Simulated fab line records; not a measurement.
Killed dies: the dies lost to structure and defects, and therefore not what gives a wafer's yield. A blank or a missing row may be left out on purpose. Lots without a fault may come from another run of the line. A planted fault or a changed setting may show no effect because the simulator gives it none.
What tool caused it? -- flow nand_harc -- 14 lots, 42 wafers sampled, at 4 steps of a route of 1159

WHAT THE GAUGES SHOWED, per wafer
NHARC_A_SOURCE_PLATE_INSPECT_08. Usual: raw_defect_count at 62, with a standard deviation of 24.
lot,measured,on,raw_defect_count,flag
L253,day 7 19:46,defect_inspect-01,73 39 45,
L254,day 8 00:36,defect_inspect-02,92 54 68,
L255,day 8 04:11,defect_inspect-02,62 65 41,
L257,day 8 12:23,defect_inspect-02,60 62 79,
L259,day 8 16:10,defect_inspect-02,90 151 83,
L260,day 9 04:32,defect_inspect-01,74 72 53,
L261,day 9 04:32,defect_inspect-02,114 60 68,
L264,day 10 05:03,defect_inspect-02,90 75 86,
L269,day 11 13:17,defect_inspect-01,98 54 99,
L271,day 11 21:37,defect_inspect-01,43 56 54,
L273,day 12 07:27,defect_inspect-01,38 49 36,
L272,day 12 07:27,defect_inspect-02,86 79 81,
L274,day 13 00:15,defect_inspect-02,51 31 38,
L275,day 13 00:17,defect_inspect-01,78 43 60,

WHICH TOOL RAN EACH LOT (tool, then ch and the chambers of the sampled wafers, then the start)
lot,NHARC_P_BONDPAD_PVD_17,NHARC_P_BONDPAD_CMP_19,NHARC_A_ZERO_WELL_IMPLANT_15
L253,"pvd_sputter-02, day 6 18:04 or earlier","cmp-04 ch 0,1, day 6 18:04","implanter-02 ch 0, day 6 20:45"
L254,"pvd_sputter-03, day 7 00:51 or earlier","cmp-01 ch 0,2, day 7 00:51","implanter-02 ch 0, day 7 03:31"
L255,"pvd_sputter-03, day 7 04:44 or earlier","cmp-01 ch 1,2,3, day 7 04:44","implanter-02 ch 0, day 7 07:24"
L257,"pvd_sputter-03, day 7 13:43 or earlier","cmp-04 ch 0,1,3, day 7 13:43","implanter-01 ch 0, day 7 16:21"
L259,"pvd_sputter-03, day 7 16:27 or earlier","cmp-01 ch 0,2,3, day 7 16:27","implanter-01 ch 0, day 7 19:10"
L260,"pvd_sputter-02, day 8 04:45 or earlier","cmp-01 ch 0,1,3, day 8 04:45","implanter-02 ch 0, day 8 07:21"
L261,"pvd_sputter-02, day 8 06:49 or earlier","cmp-01 ch 0,1,3, day 8 06:49","implanter-02 ch 0, day 8 09:35"
L264,"pvd_sputter-02, day 9 04:46 or earlier","cmp-04 ch 0,1,2, day 9 04:46","implanter-01 ch 0, day 9 07:34"
L269,"pvd_sputter-03, day 10 13:13 or earlier","cmp-01 ch 1,2, day 10 13:13","implanter-01 ch 0, day 10 16:01"
L271,"pvd_sputter-02, day 10 22:08 or earlier","cmp-02 ch 1,2,3, day 10 22:08","implanter-02 ch 0, day 11 00:55"
L273,"pvd_sputter-03, day 11 06:37 or earlier","cmp-02 ch 2,3, day 11 06:37","implanter-01 ch 0, day 11 09:28"
L272,"pvd_sputter-02, day 11 06:52 or earlier","cmp-04 ch 0,2,3, day 11 06:52","implanter-02 ch 0, day 11 09:32"
L274,"pvd_sputter-03, day 12 00:59 or earlier","cmp-04 ch 0,1,2, day 12 00:59","implanter-01 ch 0, day 12 03:44"
L275,"pvd_sputter-02, day 12 03:31 or earlier","cmp-04 ch 0,3, day 12 03:31","implanter-02 ch 0, day 12 06:11"
- NHARC_P_BONDPAD_PVD_17: deposits TaN, target thk 5 nm, time 8.06 s.
- NHARC_P_BONDPAD_CMP_19: polishes, t overpolish 30 s, cu recess touch 16 s, target thk 160.81 nm.
- NHARC_A_ZERO_WELL_IMPLANT_15

WHAT THE TOOLS THEMSELVES READ (means of the sampled wafers that have a number; where no wafer has one, the mark that the record gives instead)
NHARC_P_BONDPAD_PVD_17. Usual: substrate_temp_c 49.98 C, standard deviation 0.11; throttle_valve_pct 29.6 %, standard deviation 0.66.
lot,tool,substrate_temp_c (C),throttle_valve_pct (%),flag
L253,pvd_sputter-02,50.01,29.9,
L254,pvd_sputter-03,50.05,29.0,
L255,pvd_sputter-03,49.94,29.1,
L257,pvd_sputter-03,49.98,28.6,
L259,pvd_sputter-03,49.94,29.5,
L260,pvd_sputter-02,49.91,30.0,
L261,pvd_sputter-02,50.00,29.8,
L264,pvd_sputter-02,50.05,30.0,
L269,pvd_sputter-03,50.01,29.0,
L271,pvd_sputter-02,49.89,29.4,
L273,pvd_sputter-03,50.01,29.5,
L272,pvd_sputter-02,50.02,29.2,
L274,pvd_sputter-03,49.91,29.1,
L275,pvd_sputter-02,49.92,29.1,

NHARC_P_BONDPAD_CMP_19. Usual: motor_current_A 11.9 A, standard deviation 1.2; overpolish_run_s 30.000 s, standard deviation 0.0093.
lot,tool,motor_current_A (A),overpolish_run_s (s),flag
L253,cmp-04,11.9,30.001,
L254,cmp-01,11.1,30.000,
L255,cmp-01,12.8,30.012,
L257,cmp-04,12.0,30.006,
L259,cmp-01,12.7,29.995,
L260,cmp-01,12.6,30.001,
L261,cmp-01,12.7,30.007,
L264,cmp-04,11.7,29.995,
L269,cmp-01,12.0,30.005,
L271,cmp-02,12.2,30.001,
L273,cmp-02,12.1,29.994,
L272,cmp-04,11.9,30.005,
L274,cmp-04,11.5,29.990,
L275,cmp-04,12.3,29.995,

NHARC_A_ZERO_WELL_IMPLANT_15. Usual: tilt_deg 7.001 degrees, standard deviation 0.021.
lot,tool,tilt_deg (degrees),flag
L253,implanter-02,7.001,
L254,implanter-02,7.013,
L255,implanter-02,7.007,
L257,implanter-01,6.985,
L259,implanter-01,6.995,
L260,implanter-02,7.002,
L261,implanter-02,7.005,
L264,implanter-01,6.965,
L269,implanter-01,7.007,
L271,implanter-02,6.995,
L273,implanter-01,6.992,
L272,implanter-02,6.996,
L274,implanter-01,7.006,
L275,implanter-02,7.023,

THE ANSWER, worked out from the rows above alone
Rule: a lot is off if the mean of its wafers that have a number lies more than 3 standard deviations from the usual mean. A lot without any number at a reading at which 4 lots or more have one is off too. Where the step has rows for the other lots, those lots are counted as sound. After the gauges, taken in route order, come the tools' own readings; for these a lot's mean is taken, as printed above. At the first step where some lot is off, the reading lying furthest off is the one used; lots without a number count as furthest.
None of the lots is off at any reading shown; this tells nothing.

WHAT THE SIMULATOR HAD INSERTED
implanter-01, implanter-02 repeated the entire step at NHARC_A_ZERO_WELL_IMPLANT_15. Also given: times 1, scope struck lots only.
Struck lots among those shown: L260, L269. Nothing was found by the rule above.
